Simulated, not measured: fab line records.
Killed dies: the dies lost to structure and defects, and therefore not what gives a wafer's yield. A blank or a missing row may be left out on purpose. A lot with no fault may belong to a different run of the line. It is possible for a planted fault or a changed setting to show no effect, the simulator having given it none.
Which of the tools did it? -- flow nand_harc -- 16 wafers from 6 lots sampled at 5 of the route's 1159 steps

WHAT EACH GAUGE READ, for each wafer
NHARC_END_SORT_01.
lot,measured,on,defect_limited_yield (%)
L445,day 20 03:16,prober-02,96.8 96.9 96.9
L450,day 20 19:42,prober-01,93.5 94.2
L452,day 21 04:20,prober-01,97.0 96.3
L461,day 23 21:04,prober-02,93.1 93.5 94.5
L466,day 24 04:49,prober-02,94.8 96.3 96.0
L465,day 24 21:03,prober-02,93.1 92.9 93.9

EACH LOT AND THE TOOL THAT RAN IT (in order: tool; ch and the chambers of the sampled wafers; start)
lot,NHARC_THIN_TSV_DEGAS_49,NHARC_THIN_TSV_ANNEAL_52,NHARC_THIN_TSV_ETCH_36,NHARC_THIN_TSV_STRIP_56
L445,"pvd_sputter-02, day 19 05:34","rtp_anneal-02 ch 0, day 19 06:55","rie_metal-01 ch 0,1, day 19 09:19","plasma_asher-01 ch 0,1, day 19 09:32"
L450,"pvd_sputter-02, day 20 00:26","rtp_anneal-01 ch 0, day 20 01:39","rie_metal-01 ch 0, day 20 04:22","plasma_asher-02 ch 0,1, day 20 04:54"
L452,"pvd_sputter-01, day 20 06:56","rtp_anneal-01 ch 0, day 20 08:11","rie_metal-01 ch 0,1, day 20 10:41","plasma_asher-01 ch 1, day 20 10:47"
L461,"pvd_sputter-03, day 23 04:34","rtp_anneal-01 ch 0, day 23 05:47","rie_metal-03 ch 0, day 23 08:22","plasma_asher-02 ch 0, day 23 08:31"
L466,"pvd_sputter-02, day 23 17:00","rtp_anneal-01 ch 0, day 23 18:13","rie_metal-01 ch 0,1, day 23 20:32","plasma_asher-02 ch 0,1, day 23 20:41"
L465,"pvd_sputter-01, day 24 02:44","rtp_anneal-02 ch 0, day 24 03:59","rie_metal-01 ch 0,1, day 24 06:23","plasma_asher-01 ch 0,1, day 24 06:29"
- NHARC_THIN_TSV_DEGAS_49: time 120 s.
- NHARC_THIN_TSV_ANNEAL_52: time 90 s.
- NHARC_THIN_TSV_ETCH_36: etches the open film in Cl2/BCl3, target depth 65 nm, time 18.571 s.
- NHARC_THIN_TSV_STRIP_56: strips in O2.

THE ANSWER, worked out from the rows above alone
Rule: the usual values come from the lots themselves. The widest of any qualifying gaps counts: lots, ordered by their means at a reading, are off when they make up no more than a third of the lots, leave a main group of 4 or more, and stand apart from it by 3 or more times the standard deviation of that group's means. If all means in a main group match to the digits the tables above print for the reading, that group is not used. A lot without any number at a reading at which 4 lots or more have one is off too. Any other lot the step has rows for is counted as sound.
No lot is off at any reading shown: from this, nothing can be told.

WHAT THE SIMULATOR HAD INSERTED
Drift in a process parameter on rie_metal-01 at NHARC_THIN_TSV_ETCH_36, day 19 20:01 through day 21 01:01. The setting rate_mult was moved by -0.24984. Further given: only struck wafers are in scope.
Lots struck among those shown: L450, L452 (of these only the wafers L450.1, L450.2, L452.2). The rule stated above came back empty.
